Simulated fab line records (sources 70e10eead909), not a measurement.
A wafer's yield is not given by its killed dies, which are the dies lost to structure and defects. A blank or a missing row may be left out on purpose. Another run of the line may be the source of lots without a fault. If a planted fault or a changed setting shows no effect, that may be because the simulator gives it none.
fab line records -- flow nandHarc
[record] lots = 14, wafers = 42, lastDay = 32
route steps=1302 shown A_CHANNEL_FILL_D1@508 A_DECK1_JOINT@528 A_ONON_D2@556 END@1302
lots that met no fault: from a run of the same line without faults
startH: start of the lot's first displayed wafer, in hours after the record's first day -- waitH: hours from the lot's prior step to this one -- " as in the row above -- L1.1+2: a row that stands for several wafers -- - either no value or no given start -- * or withheld: withheld -- < > ~ a bound
route shown NAME@n: a module of which the file shows steps, and the number in the route of the first -- usual: mean/standard deviation taken from wafers without a fault -- same: alike in all rows -- chamber/n: place in a boat -- sites: each site's reading -- _std_site: their standard deviation -- _edge_site: the outer-site mean with the inner-site mean subtracted -- radiusMm: for every site, how far away it sits from the centre of the wafer -- mask NAME#n: copy n -- behind: tool/chamber where the wafer was last shaped -- hold: why the lot went on hold/how many hours it stayed there/how the hold came to an end -- device: the transistor (n, p or np) that didn't switch -- end of line: tests run on the same wafers once the route is complete -- step lacking rows: just its recipe -- killed: the dies lost at the first sort to structure and to defects; this is not the yield of the wafer -- map: shows each die of a wafer: x if killed, . if not, _ if none is there
set.NAME: setting as actually run; set.NAME@STEP: the setting as run at that earlier step -- model.NAME: the simulator's own value behind a step, which no gauge read
a sample of lots followed through the steps of the route, with each step as a table and each wafer as a row
services: a tool's chamber out of use, with start hour (startH, from the record's first day; less than 0 if before it), hours out, and reason
[[steps]]
[step NHARC_A_CHANNEL_FILL_D1_ETCHBACK_08]
[recipe] targetDepthA = 2200, timeS = 110, c4f8FlowSccm = 20, arFlowSccm = withheld, rfW = 600, biasW = 300, chemistry = C4F8
[usual] oesProductAu = 0.95/0.036, rfVppV = 439.3/1.9
lot.wafer,tool,chamber,startH,waitH,oesProductAu,rfHoursCounterH,rfVppV
L711.1,rieDiel-13,0,-,-,0.92,3.5,438.0
L711.6,rieDiel-13,2,-,-,0.91,-,439.2
L711.5,rieDiel-13,3,-,-,0.93,-,441.0
L713.4,rieDiel-03,3,-,-,0.93,8.0,439.3
L713.1,rieDiel-03,0,-,-,0.92,8.7,441.5
L713.3,rieDiel-03,1,-,-,0.92,8.8,437.4
L714.3,rieDiel-13,1,-,-,0.93,3.8,438.1
L714.6,rieDiel-13,0,-,-,0.92,-,437.0
L714.5,rieDiel-13,1,-,-,0.93,-,438.1
L715.4,rieDiel-13,3,-,-,0.99,3.4,442.1
L715.1,rieDiel-13,0,-,-,1.00,4.1,436.3
L715.5,rieDiel-13,1,-,-,1.00,-,438.0
L717.1,rieDiel-13,3,-,-,0.93,4.0,441.3
L717.6,rieDiel-13,2,-,-,0.91,-,438.9
L717.5,rieDiel-13,3,-,-,0.93,-,442.2
L718.1,rieDiel-03,0,-,-,1.01,0.7,440.5
L718.2,rieDiel-03,1,-,-,1.01,0.8,436.8
L718.5,rieDiel-03,1,-,-,1.00,-,436.4
L719.1,rieDiel-02,3,-,-,1.00,5.1,438.3
L719.3,rieDiel-02,1,-,-,1.00,4.4,442.5
L719.6,rieDiel-02,0,-,-,0.98,-,442.4
L721.1,rieDiel-13,1,-,-,0.93,7.2,437.2
L721.2,rieDiel-13,3,-,-,0.92,6.0,440.5
L721.3,rieDiel-13,0,-,-,0.91,6.5,437.3
L722.3,rieDiel-13,1,-,-,1.00,7.8,437.9
L722.5,rieDiel-13,0,-,-,0.99,-,436.4
L722.6,rieDiel-13,1,-,-,1.00,-,438.4
L723.2,rieDiel-02,0,-,-,0.90,6.0,442.8
L723.5,rieDiel-02,1,-,-,0.94,-,440.2
L723.6,rieDiel-02,2,-,-,0.92,-,440.6
L725.2,rieDiel-03,0,-,-,0.99,6.6,439.1
L725.6,rieDiel-03,2,-,-,1.00,-,441.2
L725.5,rieDiel-03,3,-,-,0.99,-,439.7
L732.4,rieDiel-13,0,-,-,0.99,3.1,437.5
L732.3,rieDiel-13,1,-,-,1.00,2.9,438.4
L732.1,rieDiel-13,2,-,-,0.99,2.8,439.9
L731.1,rieDiel-02,3,-,-,0.99,3.0,438.1
L731.4,rieDiel-02,0,-,-,0.98,3.5,441.6
L731.2,rieDiel-02,1,-,-,1.00,3.9,439.4
L733.1,rieDiel-13,0,-,-,0.98,3.8,436.8
L733.3,rieDiel-13,1,-,-,0.97,3.6,439.1
L733.5,rieDiel-13,2,-,-,0.96,-,440.0
[step NHARC_A_DECK1_JOINT_THK_MEAS_14]
[recipe] thkMeasGauge = ellipsometry
[usual] thkNm = 51.3/1.5
lot.wafer,tool,chamber,startH,waitH,thkNm
L711.1,filmMetro-02,-,262.04,0.2,50.6
L711.5,filmMetro-02,-,262.04,0.2,46.8
L711.6,filmMetro-02,-,262.04,0.2,49.6
L713.1,filmMetro-02,-,271.62,0.2,50.1
L713.3,filmMetro-02,-,271.62,0.2,51.6
L713.4,filmMetro-02,-,271.62,0.2,51.3
L714.3,filmMetro-01,-,271.62,0.2,50.9
L714.5,filmMetro-01,-,271.62,0.2,51.0
L714.6,filmMetro-01,-,271.62,0.2,51.8
L715.1,filmMetro-02,-,286.94,0.2,54.2
L715.4,filmMetro-02,-,286.94,0.2,52.7
L715.5,filmMetro-02,-,286.94,0.2,50.8
L717.1,filmMetro-01,-,300.02,0.2,53.1
L717.5,filmMetro-01,-,300.02,0.2,50.1
L717.6,filmMetro-01,-,300.02,0.2,53.4
L718.1,filmMetro-02,-,321.95,0.2,50.7
L718.2,filmMetro-02,-,321.95,0.2,52.3
L718.5,filmMetro-02,-,321.95,0.2,50.4
L719.1,filmMetro-02,-,325.18,0.2,51.2
L719.3,filmMetro-02,-,325.18,0.2,51.4
L719.6,filmMetro-02,-,325.18,0.2,50.6
L721.1,filmMetro-02,-,343.94,0.2,52.0
L721.2,filmMetro-02,-,343.94,0.2,51.3
L721.3,filmMetro-02,-,343.94,0.2,49.6
L723.2,filmMetro-02,-,357.32,0.2,48.8
L723.5,filmMetro-02,-,357.32,0.2,49.2
L723.6,filmMetro-02,-,357.32,0.2,52.2
L722.3,filmMetro-01,-,357.32,0.2,50.5
L722.5,filmMetro-01,-,357.32,0.2,49.4
L722.6,filmMetro-01,-,357.32,0.2,52.5
L725.2,filmMetro-01,-,394.35,0.2,50.1
L725.5,filmMetro-01,-,394.35,0.2,53.5
L725.6,filmMetro-01,-,394.35,0.2,52.9
L731.1,filmMetro-01,-,458.82,0.2,54.4
L731.2,filmMetro-01,-,458.82,0.2,51.8
L731.4,filmMetro-01,-,458.82,0.2,52.6
L732.1,filmMetro-02,-,458.82,0.2,51.4
L732.3,filmMetro-02,-,458.82,0.2,52.4
L732.4,filmMetro-02,-,458.82,0.2,51.9
L733.1,filmMetro-02,-,470.85,0.2,54.0
L733.3,filmMetro-02,-,470.85,0.2,53.5
L733.5,filmMetro-02,-,470.85,0.2,54.3
[step NHARC_A_ONON_D2_DEP_16]
[recipe] targetThkA = 10000, n2FlowSccm = 2750, n2oFlowSccm = 2000, nh3FlowSccm = 500, sih4FlowSccm = 210, tempC = 400
lot.wafer,tool,chamber,startH,waitH
L711.1+5+6,pecvdOnon-03,0,302.83,0.4
L713.1+3+4,pecvdOnon-01,0,302.83,0.4
L714.3+5+6,pecvdOnon-04,0,302.95,0.5
L715.1+4+5,pecvdOnon-03,0,322.14,0.4
L717.1+5+6,pecvdOnon-01,0,334.68,0.4
L718.1+2+5,pecvdOnon-01,0,352.92,0.4
L719.1+3+6,pecvdOnon-03,0,356.35,0.4
L721.1+2+3,pecvdOnon-03,0,377.84,0.4
L723.2+5+6,pecvdOnon-03,0,391.57,0.4
L722.3+5+6,pecvdOnon-01,0,391.63,0.5
L725.2+5+6,pecvdOnon-03,0,425.04,0.4
L731.1+2+4,pecvdOnon-03,0,491.58,0.4
L732.1+3+4,pecvdOnon-01,0,491.58,0.4
L733.1+3+5,pecvdOnon-01,0,503.88,0.4
[step NHARC_A_ONON_D2_THK_MEAS_18]
[recipe] thkMeasGauge = ellipsometry
[usual] thkNm = 1000/10
lot.wafer,tool,chamber,startH,waitH,thkNm
L713.1,filmMetro-01,-,303.34,-,1014
L713.3,filmMetro-01,-,303.34,-,1013
L713.4,filmMetro-01,-,303.34,-,1013
L714.3,filmMetro-02,-,303.34,-,972
L714.5,filmMetro-02,-,303.34,-,971
L714.6,filmMetro-02,-,303.34,-,973
L711.1,filmMetro-01,-,303.34,-,994
L711.5,filmMetro-01,-,303.34,-,995
L711.6,filmMetro-01,-,303.34,-,994
L715.1,filmMetro-02,-,322.65,-,1010
L715.4,filmMetro-02,-,322.65,-,1010
L715.5,filmMetro-02,-,322.65,-,1010
L717.1,filmMetro-02,-,335.19,-,1010
L717.5,filmMetro-02,-,335.19,-,1009
L717.6,filmMetro-02,-,335.19,-,1011
L718.1,filmMetro-02,-,353.43,-,1007
L718.2,filmMetro-02,-,353.43,-,1005
L718.5,filmMetro-02,-,353.43,-,1008
L719.1,filmMetro-02,-,356.86,-,1005
L719.3,filmMetro-02,-,356.86,-,1008
L719.6,filmMetro-02,-,356.86,-,1007
L721.1,filmMetro-01,-,378.35,-,1010
L721.2,filmMetro-01,-,378.35,-,1012
L721.3,filmMetro-01,-,378.35,-,1011
L723.2,filmMetro-02,-,392.02,-,693
L723.5,filmMetro-02,-,392.02,-,1000
L723.6,filmMetro-02,-,392.02,-,693
L722.3,filmMetro-01,-,392.03,-,985
L722.5,filmMetro-01,-,392.03,-,986
L722.6,filmMetro-01,-,392.03,-,987
L725.2,filmMetro-01,-,425.49,-,694
L725.5,filmMetro-01,-,425.49,-,1003
L725.6,filmMetro-01,-,425.49,-,692
L731.1,filmMetro-02,-,492.09,-,1004
L731.2,filmMetro-02,-,492.09,-,1005
L731.4,filmMetro-02,-,492.09,-,1004
L732.1,filmMetro-01,-,492.09,-,1003
L732.3,filmMetro-01,-,492.09,-,1002
L732.4,filmMetro-01,-,492.09,-,1001
L733.1,filmMetro-01,-,504.39,-,983
L733.3,filmMetro-01,-,504.39,-,983
L733.5,filmMetro-01,-,504.39,-,982
[step NHARC_END_SORT_01]
[recipe] tempC = 25
[usual] killedAtArray = 58/20, killedAtOther = 1.0/1.2, killedAtPeriphery = 4.1/3, killedDies = 63/20, killedOpen = 3.2/1.7, killedShort = 2.5/1.5
[same] grossDies = 677
lot.wafer,tool,chamber,startH,waitH,killedAtArray,killedAtOther,killedAtPeriphery,killedDies,killedOpen,killedShort
L723.2,prober-02,0,659.69,2.8,666,0,11,677,5,2
L723.5,prober-02,0,662.12,3.7,36,0,8,44,1,4
L723.6,prober-02,0,662.93,4.1,666,1,10,677,7,4
L725.2,prober-01,0,701.50,2.8,676,0,1,677,3,3
L725.5,prober-01,0,703.90,3.7,58,1,3,62,4,4
L725.6,prober-01,0,704.70,4.0,673,2,2,677,3,4
// killed by level:class
L723.2 A_ONON_D2:areaDep=631 A_CHANNEL_HOLE_D1:chamberFilmFlake=26 A_STAIRCASE:chamberFilmFlake=5 P_BONDPAD:chamberFilmFlake=4 P_M0:geometricParticle:open=2 P_GATE:chamberFilmFlake=2 P_GATE:geometricParticle:open=1 P_CONTACT:geometricParticle:short=1
L723.5 A_CHANNEL_HOLE_D1:chamberFilmFlake=22 P_BONDPAD:chamberFilmFlake=6 A_STAIRCASE:chamberFilmFlake=6 A_ONON_D1:geometricParticle:short=1 A_DECK1_JOINT:geometricParticle:open=1 A_CHANNEL_HOLE_D2:geometricParticle:short=1 A_CHANNEL_FILL_D2:geometricParticle:short=1 A_SGD_CUT:geometricParticle:short=1
L723.6 A_ONON_D2:areaDep=625 A_CHANNEL_HOLE_D1:chamberFilmFlake=25 P_BONDPAD:chamberFilmFlake=3 A_CONTACT:chamberFilmFlake=3 A_ONON_D2:geometricParticle:short=2 A_CHANNEL_HOLE_D2:geometricParticle:open=2 P_CONTACT:chamberFilmFlake=2 A_STAIRCASE:chamberFilmFlake=2
L725.2 A_ONON_D2:areaDep=626 A_SLIT:chamberFilmFlake=29 A_STAIRCASE:chamberFilmFlake=7 A_CHANNEL_HOLE_D1:chamberFilmFlake=6 A_CONTACT:chamberFilmFlake=3 A_CHANNEL_FILL_D1:geometricParticle:short=2 P_M0:geometricParticle:open=1 A_ONON_D1:geometricParticle:open=1
L725.5 A_SLIT:chamberFilmFlake=34 A_CHANNEL_HOLE_D1:chamberFilmFlake=10 A_STAIRCASE:chamberFilmFlake=7 P_CONTACT:geometricParticle:open=1 P_M1:geometricParticle:open=1 A_ONON_D1:geometricParticle:short=1 A_DECK1_JOINT:geometricParticle:open=1 A_DECK1_JOINT:geometricParticle:short=1
L725.6 A_ONON_D2:areaDep=613 A_SLIT:chamberFilmFlake=28 A_CHANNEL_HOLE_D1:chamberFilmFlake=12 A_STAIRCASE:chamberFilmFlake=5 A_CONTACT:chamberFilmFlake=5 A_WL_FILL:chamberFilmFlake=3 A_M0:geometricParticle:short=2 P_GATE:chamberFilmFlake=2
[[services]]
tool,chamber,startH,hours,kind
rieDiel-13,0,223.00,-,clean
rieDiel-13,1,223.00,-,clean
rieDiel-13,2,223.00,-,clean
rieDiel-13,3,223.00,-,clean
pecvdOnon-03,-,227.17,13.0,pm
rieDiel-13,3,249.14,13.6,repair
rieDiel-13,1,258.48,1.5,repair
pecvdOnon-01,-,269.23,13.0,pm
rieDiel-03,-,281.30,9.0,pm
pecvdOnon-04,-,311.18,13.0,pm
rieDiel-13,-,342.00,9.0,pm
rieDiel-02,0,367.98,10.0,repair
rieDiel-13,3,387.48,1.3,repair
rieDiel-02,1,387.77,2.5,repair
rieDiel-03,2,391.59,41.4,repair
rieDiel-02,-,393.70,9.0,pm
pecvdOnon-03,-,408.17,13.0,pm
rieDiel-02,1,424.04,4.2,repair
pecvdOnon-01,-,450.23,13.0,pm
rieDiel-13,1,455.85,7.9,repair
rieDiel-03,-,458.30,9.0,pm
rieDiel-03,1,477.27,14.6,repair
pecvdOnon-04,-,492.18,13.0,pm
rieDiel-13,2,498.41,1.5,repair
[[key]]
[firstSign] step = NHARC_A_ONON_D2_THK_MEAS_18, reading = thkNm, direction = down, sigmas = 30, usual = 1000, struck = 693
[effect] step = NHARC_END_SORT_01, reading = killedDies, direction = up, sigmas = 31, usual = 63, struck = 677
[moreKillsBornAt] NHARC_A_ONON_D2_DEP_16@pecvdOnon-03 = 2495
metAt NHARC_A_ONON_D2_DEP_16
struckLots L723,L725
struckWafers L723.2,L723.6,L725.2,L725.6
laterRowsLeftOut L723.2,L723.6,L725.2,L725.6
testerLeftOut L723,L725
notActingAt NHARC_A_CHANNEL_FILL_D1_ETCHBACK_08,NHARC_A_DECK1_JOINT_THK_MEAS_14
onsetBetween 377.84 391.57
[fault] kind = processParameterDrift, tool = pecvdOnon-03, chamber = -, onsetH = 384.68, steps = NHARC_A_ONON_D2_DEP_16, channel = targetThkA, offset = *, shape = step, endH = 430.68, scope = struckWafersOnly, actsIn = *, stated = *
// testerLeftOut: of these lots the tester's yield and bins aren't shown, on N5 and GAA mostly nor the transistor test; their killed dies are dies lost to structure and defects alone, not to doping, threshold or leakage, so they don't give the yield
// laterRowsLeftOut: the simulator's readings of these wafers behind a module that went badly wrong aren't trusted and aren't shown, but for the sort
